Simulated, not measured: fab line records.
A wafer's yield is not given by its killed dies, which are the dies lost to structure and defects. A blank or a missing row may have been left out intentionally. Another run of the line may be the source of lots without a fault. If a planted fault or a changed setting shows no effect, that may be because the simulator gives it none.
Chamber matching ; flow nandHarc ; rieDiel-07 running NHARC_A_CONTACT_DESCUM_47: 4 sister chambers
The step chemistry O2, time 3 s. 4 wafers are shown with their chamber, then 7 later ones without.

== WAFERS PAIRED WITH THEIR CHAMBERS ==
wafer;chamber;showerheadPlenumPTorr (Torr)
L880.4;0;1.99
L891.1;3;1.89
L891.4;2;1.90
L889.3;1;1.76

== WAFERS MISSING THEIR CHAMBER ==
wafer;showerheadPlenumPTorr (Torr)
L889.4;1.99
L895.1;1.99
L895.2;1.90
L895.4;2.08
L897.2;1.88
L897.3;1.90
L897.4;1.99

== WHICH CHAMBER EACH ONE RAN IN ==
wafer;from the rows above;in truth
L889.4;0;0
L895.1;0;0
L895.2;can't be placed: 2 or 3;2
L895.4;0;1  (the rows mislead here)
L897.2;can't be placed: 3 or 2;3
L897.3;can't be placed: 2 or 3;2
L897.4;0;0
Correctly placed: 3 of 7. These rows do not allow placing 3 (true chamber among the candidates in 3). Placed wrongly: 1.
How it was worked out, from the rows above alone: a wafer's distance from a chamber is the root of the sum, over the readings, of the square of ((its reading less the chamber's mean) divided by the reading's scatter). The wafer belongs to the nearest chamber; if the next one is less than 2 further off, it can't be placed. Each chamber's mean is taken over the wafers shown for it. The scatter: with one shown wafer a chamber, the root of the mean of the squares of how far each hidden wafer lies from its nearest shown one.
